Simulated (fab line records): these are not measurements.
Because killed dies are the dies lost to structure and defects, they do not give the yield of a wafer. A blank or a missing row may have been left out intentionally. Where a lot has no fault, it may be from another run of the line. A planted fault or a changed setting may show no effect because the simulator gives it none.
fab line records | flow n5-finfet
record lots=7 | wafers=39
route steps=1938 shown DUMMY_GATE@228 HKMG_FIN@403 GATE_CUT@469 MOL_CONTACT_COAG@586
start-h: hours from the record's first day to the start of the lot's first wafer shown | wait-h: hours from the lot's prior step to this one | " the same as in the row above | L1.1+2: a row that stands for several wafers | - value missing, or start not given | * or withheld: withheld | < > ~ a bound
route shown NAME@n: NAME is a module with steps in the file, n the number in the route of the first one | usual: average and standard deviation across the fault-free wafers | same: alike in all rows | chamber/n: place in a boat | sites: each site's reading | _std_site: how widely they spread, as a standard deviation | _edge_site: mean of outer sites minus mean of inner sites | radius-mm: how far each site lies from the wafer's centre | mask NAME#n: copy n | behind: tool/chamber where the wafer was last shaped | hold: reason for holding the lot/hours on hold/outcome of the hold | device: transistor that didn't switch, given as n, p or np | end of line: tests of these same wafers at the route's end | a step without rows: its recipe alone | killed: the dies lost at the first sort to structure and to defects; this is not the yield of the wafer | map: a wafer's dies, x killed, . not, _ none there
set.NAME: the setting the step ran with; set.NAME@STEP: the setting that earlier step ran with | model.NAME: the simulator's own value behind a step, which no gauge read
one table per step and one row per wafer, for lots whose settings were changed on purpose
## steps
# step N5_DUMMY_GATE_EXPOSE_12
# recipe mask-id=GATE | na=0.33 | source-shape=annular | sigma-inner=0.2 | sigma-outer=0.6 | polarization=unpolarized | target-cd-nm=25 | dose-mj=34
lot.wafer  | tool           | chamber | start-h | wait-h | mask   | set.dose-mj
L079.1+4+6 | euv-scanner-01 | 0       | 76.26   | -      | GATE#0 | 34
L079.2+3+5 | "              | 0       | "       | "      | GATE#0 | 36.56
L082.1+3+6 | euv-scanner-02 | 0       | 95.43   | -      | GATE#0 | 34
L082.2+4+5 | "              | 0       | "       | "      | GATE#0 | 32.49
L084.1+3+4 | euv-scanner-02 | 0       | 106.42  | -      | GATE#0 | 34
L084.2+5+6 | "              | 0       | "       | "      | GATE#0 | 36.33
L088.4+5+6 | euv-scanner-02 | 0       | 131.55  | -      | GATE#0 | 34
L093.1+2+4 | euv-scanner-02 | 0       | 163.17  | -      | GATE#0 | 34
L093.3+5+6 | "              | 0       | "       | "      | GATE#0 | 35.7
L094.1+4+5 | euv-scanner-01 | 0       | 167.96  | -      | GATE#0 | 34.87
L094.2+3+6 | "              | 0       | "       | "      | GATE#0 | 34
L095.1+5+6 | euv-scanner-02 | 0       | 174.83  | -      | GATE#0 | 34
L095.2+3+4 | "              | 0       | "       | "      | GATE#0 | 35.19
# step N5_DUMMY_GATE_PEB_13
# recipe peb-temp-c=100 | peb-time-s=60 | resist=CAR-EUV
# step N5_DUMMY_GATE_DEVELOP_14
# recipe develop-time-s=30 | developer=TMAH | resist=CAR-EUV | rinse-liquid=surfactant-rinse | dry=air-spin | dev-temp-c=23
# step N5_DUMMY_GATE_CD_MEAS_15
# recipe target-cd-nm=25.8 | landing-energy-ev=500 | detector=se-inlens
# usual cd-nm=24.90/0.26
lot.wafer | tool      | chamber | start-h | wait-h | set.dose-mj@DUMMY_GATE_EXPOSE_12 | cd-nm
L079.1    | cd-sem-02 | 0       | 76.39   | -      | 34                               | 24.93
L079.2    | "         | 0       | "       | "      | 36.56                            | 23.57
L079.3    | "         | 0       | "       | "      | 36.56                            | 23.83
L079.4    | "         | 0       | "       | "      | 34                               | 25.35
L079.5    | "         | 0       | "       | "      | 36.56                            | 23.71
L079.6    | "         | 0       | "       | "      | 34                               | 24.81
L082.1    | cd-sem-02 | 0       | 95.55   | -      | 34                               | 24.89
L082.2    | "         | 0       | "       | "      | 32.49                            | 25.87
L082.3    | "         | 0       | "       | "      | 34                               | 25.11
L082.4    | "         | 0       | "       | "      | 32.49                            | 26.03
L082.5    | "         | 0       | "       | "      | 32.49                            | 25.69
L082.6    | "         | 0       | "       | "      | 34                               | 24.98
L084.1    | cd-sem-03 | 0       | 106.54  | -      | 34                               | 25.03
L084.2    | "         | 0       | "       | "      | 36.33                            | 23.68
L084.3    | "         | 0       | "       | "      | 34                               | 24.84
L084.4    | "         | 0       | "       | "      | 34                               | 24.77
L084.5    | "         | 0       | "       | "      | 36.33                            | 23.47
L084.6    | "         | 0       | "       | "      | 36.33                            | 23.65
L088.4    | cd-sem-02 | 0       | 131.67  | -      | 34                               | 24.68
L088.5    | "         | 0       | "       | "      | 34                               | 24.67
L088.6    | "         | 0       | "       | "      | 34                               | 24.65
L093.1    | cd-sem-03 | 0       | 163.30  | -      | 34                               | 24.70
L093.2    | "         | 0       | "       | "      | 34                               | 24.56
L093.3    | "         | 0       | "       | "      | 35.7                             | 23.89
L093.4    | "         | 0       | "       | "      | 34                               | 24.85
L093.5    | "         | 0       | "       | "      | 35.7                             | 23.72
L093.6    | "         | 0       | "       | "      | 35.7                             | 24.09
L094.1    | cd-sem-01 | 0       | 168.09  | -      | 34.87                            | 24.08
L094.2    | "         | 0       | "       | "      | 34                               | 24.48
L094.3    | "         | 0       | "       | "      | 34                               | 24.53
L094.4    | "         | 0       | "       | "      | 34.87                            | 24.26
L094.5    | "         | 0       | "       | "      | 34.87                            | 24.64
L094.6    | "         | 0       | "       | "      | 34                               | 24.91
L095.1    | cd-sem-03 | 0       | 174.95  | -      | 34                               | 24.86
L095.2    | "         | 0       | "       | "      | 35.19                            | 24.47
L095.3    | "         | 0       | "       | "      | 35.19                            | 23.73
L095.4    | "         | 0       | "       | "      | 35.19                            | 24.26
L095.5    | "         | 0       | "       | "      | 34                               | 24.71
L095.6    | "         | 0       | "       | "      | 34                               | 24.91
# step N5_DUMMY_GATE_ETCH_37
# recipe chemistry=N2/H2 | target=SOC | target-depth-a=600 | overetch-a=300 | temp-c=40 | ion-energy-ev=200 | pressure-mtorr=30 | source-w=840 | bias-w=150 | n2-flow-sccm=200 | h2-flow-sccm=200
# usual rf-vpp-V=523.7/2.7
lot.wafer | tool        | chamber | start-h | wait-h | set.source-w | rf-vpp-V
L079.1    | rie-diel-02 | 0       | 76.66   | 0.0    | 840          | 522.5
L079.2    | "           | 1       | "       | "      | 840          | 524.8
L079.3    | "           | 3       | "       | "      | 840          | 526.9
L079.4    | "           | 2       | "       | "      | 840          | 520.7
L079.5    | "           | 1       | "       | "      | 840          | 524.3
L079.6    | "           | 2       | "       | "      | 840          | 521.6
L082.1    | rie-diel-03 | 0       | 96.56   | 0.0    | 840          | 526.2
L082.2    | "           | 2       | "       | "      | 840          | 526.9
L082.3    | "           | 1       | "       | "      | 840          | 520.3
L082.4    | "           | 3       | "       | "      | 840          | 522.3
L082.5    | "           | 0       | "       | "      | 840          | 526.1
L082.6    | "           | 3       | "       | "      | 840          | 524.3
L084.1    | rie-diel-01 | 3       | 106.99  | 0.0    | 888.9        | 517.8
L084.2    | "           | 1       | "       | "      | 888.9        | 510.5
L084.3    | "           | 2       | "       | "      | 840          | 522.8
L084.4    | "           | 0       | "       | "      | 840          | 524.3
L084.5    | "           | 2       | "       | "      | 888.9        | 513.5
L084.6    | "           | 1       | "       | "      | 840          | 520.5
L088.4    | rie-diel-01 | 2       | 132.48  | 0.0    | 840          | 522.1
L088.5    | "           | 3       | "       | "      | 840          | 527.6
L088.6    | "           | 2       | "       | "      | 840          | 521.9
L093.1    | rie-diel-02 | 0       | 163.66  | 0.0    | 840          | 523.0
L093.2    | "           | 3       | "       | "      | 692.5        | 563.3
L093.3    | "           | 2       | "       | "      | 840          | 519.5
L093.4    | "           | 1       | "       | "      | 692.5        | 558.4
L093.5    | "           | 3       | "       | "      | 840          | 529.6
L093.6    | "           | 2       | "       | "      | 692.5        | 554.6
L094.1    | rie-diel-01 | 0       | 168.36  | 0.0    | 840          | 523.5
L094.2    | "           | 2       | "       | "      | 907.4        | 511.4
L094.3    | "           | 3       | "       | "      | 840          | 526.9
L094.4    | "           | 1       | "       | "      | 840          | 520.8
L094.5    | "           | 2       | "       | "      | 907.4        | 510.0
L094.6    | "           | 1       | "       | "      | 907.4        | 507.3
L095.1    | rie-diel-02 | 3       | 175.23  | 0.0    | 840          | 528.9
L095.2    | "           | 1       | "       | "      | 840          | 522.8
L095.3    | "           | 0       | "       | "      | 840          | 522.7
L095.4    | "           | 2       | "       | "      | 840          | 519.1
L095.5    | "           | 3       | "       | "      | 840          | 528.5
L095.6    | "           | 2       | "       | "      | 840          | 518.6
# step N5_HKMG_FIN_ETCH_55
# recipe chemistry=N2/H2 | target=SOC | target-depth-a=2400 | temp-c=40 | time-s=300 | ion-energy-ev=200 | mask-material=SiARC | pressure-mtorr=30 | source-w=840 | bias-w=150 | n2-flow-sccm=200 | h2-flow-sccm=200
lot.wafer | tool        | chamber | start-h | wait-h | set.time-s | model.HKMG_FIN.feature-depth-nm | model.etch.depth-nm | model.SiARC_of_HKMG_FIN_COAT_42.thk-nm
L079.1    | rie-diel-06 | 1       | 103.76  | 0.0    | 252.9      | 211.8                           | 211.7               | 22.6
L079.2    | "           | 2       | "       | "      | 252.9      | 200.8                           | 200.8               | 23
L079.3    | "           | 3       | "       | "      | 300        | 254.8                           | 254.8               | 20.8
L079.4    | "           | 0       | "       | "      | 300        | 233.6                           | 233.6               | 21.6
L079.5    | "           | 0       | "       | "      | 252.9      | 198.2                           | 198.1               | 23.6
L079.6    | "           | 3       | "       | "      | 300        | 257.4                           | 257.5               | 20.6
L082.1    | rie-diel-05 | 1       | 123.86  | 0.0    | 356.6      | 295.6                           | 295.6               | 17.8
L082.2    | "           | 0       | "       | "      | 356.6      | 293                             | 293                 | 17.8
L082.3    | "           | 3       | "       | "      | 300        | 236.4                           | 236.3               | 21.8
L082.4    | "           | 2       | "       | "      | 356.6      | 275                             | 275.1               | 19.2
L082.5    | "           | 0       | "       | "      | 300        | 245.6                           | 245.6               | 20.4
L082.6    | "           | 3       | "       | "      | 300        | 236.2                           | 236.3               | 21.6
L084.1    | rie-diel-04 | 3       | 131.35  | 0.0    | 354.7      | 287.4                           | 287.4               | 18.4
L084.2    | "           | 1       | "       | "      | 300        | 231.6                           | 231.7               | 21.6
L084.3    | "           | 0       | "       | "      | 300        | 238.4                           | 238.3               | 21.4
L084.4    | "           | 0       | "       | "      | 300        | 236.4                           | 236.4               | 21.6
L084.5    | "           | 3       | "       | "      | 354.7      | 286.8                           | 286.8               | 18.4
L084.6    | "           | 1       | "       | "      | 354.7      | 276                             | 276.1               | 19.2
L088.4    | rie-diel-06 | 1       | 157.98  | 0.0    | 300        | 251.2                           | 251.2               | 20.4
L088.5    | "           | 3       | "       | "      | 300        | 255                             | 255.1               | 20.8
L088.6    | "           | 0       | "       | "      | 300        | 235.4                           | 235.3               | 21.6
L093.1    | rie-diel-04 | 1       | 188.51  | 0.0    | 367.8      | 284                             | 284                 | 18.8
L093.2    | "           | 2       | "       | "      | 367.8      | 291.6                           | 291.5               | 18.6
L093.3    | "           | 3       | "       | "      | 300        | 247.8                           | 247.7               | 20.8
L093.4    | "           | 0       | "       | "      | 300        | 238.2                           | 238.2               | 21.6
L093.5    | "           | 2       | "       | "      | 300        | 241                             | 240.9               | 21.6
L093.6    | "           | 1       | "       | "      | 367.8      | 284.4                           | 284.4               | 18.8
L094.1    | rie-diel-04 | 2       | 195.01  | 0.0    | 253.4      | 200.6                           | 200.6               | 23.6
L094.2    | "           | 1       | "       | "      | 253.4      | 194.6                           | 194.5               | 24
L094.3    | "           | 3       | "       | "      | 300        | 245                             | 244.9               | 21
L094.4    | "           | 0       | "       | "      | 300        | 235.6                           | 235.6               | 21.6
L094.5    | "           | 1       | "       | "      | 300        | 231.4                           | 231.4               | 21.8
L094.6    | "           | 0       | "       | "      | 253.4      | 199.4                           | 199.5               | 23.6
L095.1    | rie-diel-05 | 1       | 199.93  | 0.0    | 300        | 241.4                           | 241.3               | 21.2
L095.2    | "           | 3       | "       | "      | 245.5      | 188.8                           | 188.8               | 24.6
L095.3    | "           | 2       | "       | "      | 300        | 232.6                           | 232.6               | 21.8
L095.4    | "           | 2       | "       | "      | 245.5      | 189.6                           | 189.6               | 24.2
L095.5    | "           | 3       | "       | "      | 245.5      | 189.8                           | 189.7               | 24.4
L095.6    | "           | 1       | "       | "      | 300        | 242.6                           | 242.6               | 21.2
# step N5_GATE_CUT_ETCH_58
# recipe chemistry=CH3F/O2 | target=SiNx | target-depth-a=170 | time-s=128.6 | ion-energy-ev=50 | pressure-mtorr=30 | source-w=415 | bias-w=21 | Ar_flow_sccm=150 | CH3F_flow_sccm=30 | O2_flow_sccm=20
# usual rf-vpp-V=99.1/0.89
lot.wafer | tool        | chamber | start-h | wait-h | set.source-w | rf-vpp-V
L079.1    | rie-diel-03 | 2       | 111.82  | 0.0    | 415          | 99.7
L079.2    | "           | 3       | "       | "      | 415          | 98.0
L079.3    | "           | 1       | "       | "      | 415          | 97.4
L079.4    | "           | 0       | "       | "      | 415          | 100.0
L079.5    | "           | 0       | "       | "      | 415          | 100.3
L079.6    | "           | 3       | "       | "      | 415          | 98.5
L082.1    | rie-diel-02 | 0       | 132.03  | 0.2    | 415          | 98.9
L082.2    | "           | 1       | "       | "      | 415          | 100.0
L082.3    | "           | 2       | "       | "      | 415          | 97.6
L082.4    | "           | 3       | "       | "      | 415          | 99.9
L082.5    | "           | 3       | "       | "      | 415          | 98.6
L082.6    | "           | 2       | "       | "      | 415          | 98.4
L084.1    | rie-diel-01 | 2       | 139.57  | 0.0    | 480.2        | 94.4
L084.2    | "           | 3       | "       | "      | 415          | 100.8
L084.3    | "           | 1       | "       | "      | 480.2        | 94.1
L084.4    | "           | 0       | "       | "      | 415          | 98.3
L084.5    | "           | 1       | "       | "      | 480.2        | 94.4
L084.6    | "           | 0       | "       | "      | 415          | 100.5
L088.4    | rie-diel-02 | 0       | 166.59  | 0.0    | 415          | 99.6
L088.5    | "           | 0       | "       | "      | 415          | 99.0
L088.6    | "           | 1       | "       | "      | 415          | 98.4
L093.1    | rie-diel-01 | 0       | 196.73  | 0.0    | 485.1        | 94.5
L093.2    | "           | 1       | "       | "      | 415          | 98.6
L093.3    | "           | 2       | "       | "      | 415          | 99.2
L093.4    | "           | 3       | "       | "      | 415          | 100.0
L093.5    | "           | 2       | "       | "      | 485.1        | 94.1
L093.6    | "           | 1       | "       | "      | 485.1        | 92.5
L094.1    | rie-diel-03 | 2       | 203.22  | 0.0    | 415          | 99.9
L094.2    | "           | 0       | "       | "      | 488.4        | 93.4
L094.3    | "           | 1       | "       | "      | 415          | 98.7
L094.4    | "           | 3       | "       | "      | 488.4        | 92.2
L094.5    | "           | 2       | "       | "      | 415          | 99.8
L094.6    | "           | 3       | "       | "      | 488.4        | 91.7
L095.1    | rie-diel-03 | 1       | 208.27  | 0.3    | 415          | 97.6
L095.2    | "           | 0       | "       | "      | 415          | 97.9
L095.3    | "           | 3       | "       | "      | 440.4        | 98.0
L095.4    | "           | 2       | "       | "      | 440.4        | 98.1
L095.5    | "           | 0       | "       | "      | 440.4        | 97.7
L095.6    | "           | 3       | "       | "      | 415          | 99.3
# step N5_MOL_CONTACT_COAG_VIA_ETCH_46
# recipe chemistry=C4F6/O2 | target-depth-a=460 | overetch-a=92 | mask-material=SOC | target=SiO2 | bias-w=455 | pressure-mtorr=10 | time-s=40 | source-w=325 | Ar_flow_sccm=300 | C4F6_flow_sccm=10 | O2_flow_sccm=10 | ion-energy-ev=575.3 | ends=end-point
# usual rf-vpp-V=1575/36
lot.wafer | tool        | chamber | start-h | wait-h | set.bias-w | rf-vpp-V
L079.1    | rie-diel-04 | 0       | 129.25  | 0.0    | 455        | 1559
L079.2    | "           | 2       | "       | "      | 455        | 1551
L079.3    | "           | 1       | "       | "      | 455        | 1556
L079.4    | "           | 3       | "       | "      | 455        | 1570
L079.5    | "           | 3       | "       | "      | 455        | 1571
L079.6    | "           | 2       | "       | "      | 455        | 1553
L082.1    | rie-diel-06 | 3       | 149.90  | 0.0    | 382.5      | 1324
L082.2    | "           | 0       | "       | "      | 455        | 1564
L082.3    | "           | 1       | "       | "      | 455        | 1592
L082.4    | "           | 2       | "       | "      | 382.5      | 1432
L082.5    | "           | 1       | "       | "      | 382.5      | 1399
L082.6    | "           | 2       | "       | "      | 455        | 1631
L084.1    | rie-diel-04 | 2       | 157.70  | 0.0    | 455        | 1553
L084.2    | "           | 0       | "       | "      | 455        | 1558
L084.3    | "           | 1       | "       | "      | 522.8      | 1727
L084.4    | "           | 3       | "       | "      | 455        | 1572
L084.5    | "           | 0       | "       | "      | 522.8      | 1726
L084.6    | "           | 1       | "       | "      | 522.8      | 1726
L088.4    | rie-diel-04 | 0       | 184.76  | 0.0    | 455        | 1557
L088.5    | "           | 3       | "       | "      | 455        | 1569
L088.6    | "           | 0       | "       | "      | 455        | 1557
L093.1    | rie-diel-06 | 1       | 213.86  | 0.0    | 455        | 1593
L093.2    | "           | 2       | "       | "      | 455        | 1633
L093.3    | "           | 1       | "       | "      | 455        | 1591
L093.4    | "           | 2       | "       | "      | 455        | 1632
L093.5    | "           | 2       | "       | "      | 455        | 1631
L093.6    | "           | 1       | "       | "      | 455        | 1594
L094.1    | rie-diel-06 | 2       | 220.55  | 0.0    | 455        | 1632
L094.2    | "           | 3       | "       | "      | 455        | 1508
L094.3    | "           | 1       | "       | "      | 455        | 1593
L094.4    | "           | 2       | "       | "      | 455        | 1631
L094.5    | "           | 3       | "       | "      | 455        | 1508
L094.6    | "           | 1       | "       | "      | 455        | 1591
L095.1    | rie-diel-04 | 0       | 227.02  | 0.0    | 503.2      | 1705
L095.2    | "           | 1       | "       | "      | 455        | 1557
L095.3    | "           | 2       | "       | "      | 503.2      | 1672
L095.4    | "           | 3       | "       | "      | 503.2      | 1690
L095.5    | "           | 2       | "       | "      | 455        | 1552
L095.6    | "           | 1       | "       | "      | 455        | 1556
## key
split step=N5_DUMMY_GATE_EXPOSE_12 | setting=dose-mj | stated=34 | by=wafer
response step=N5_DUMMY_GATE_CD_MEAS_15 | reading=cd-nm | change=-0.178 | per=1% | r=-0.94
split step=N5_DUMMY_GATE_ETCH_37 | setting=source-w | stated=840 | by=wafer
response step=N5_DUMMY_GATE_ETCH_37 | reading=rf-vpp-V | change=-1.9 | per=1% | r=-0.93
split step=N5_HKMG_FIN_ETCH_55 | setting=time-s | stated=300 | by=wafer
response step=N5_HKMG_FIN_ETCH_55 | reading=model.HKMG_FIN.feature-depth-nm | change=+2.48 | per=1% | r=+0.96
response step=N5_HKMG_FIN_ETCH_55 | reading=model.etch.depth-nm | change=+2.48 | per=1% | r=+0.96
response step=N5_HKMG_FIN_ETCH_55 | reading=model.SiARC_of_HKMG_FIN_COAT_42.thk-nm | change=-0.144 | per=1% | r=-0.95
split step=N5_GATE_CUT_ETCH_58 | setting=source-w | stated=415 | by=wafer
response step=N5_GATE_CUT_ETCH_58 | reading=rf-vpp-V | change=-0.349 | per=1% | r=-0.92
split step=N5_MOL_CONTACT_COAG_VIA_ETCH_46 | setting=bias-w | stated=455 | by=wafer
response step=N5_MOL_CONTACT_COAG_VIA_ETCH_46 | reading=rf-vpp-V | change=+12.3 | per=1% | r=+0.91
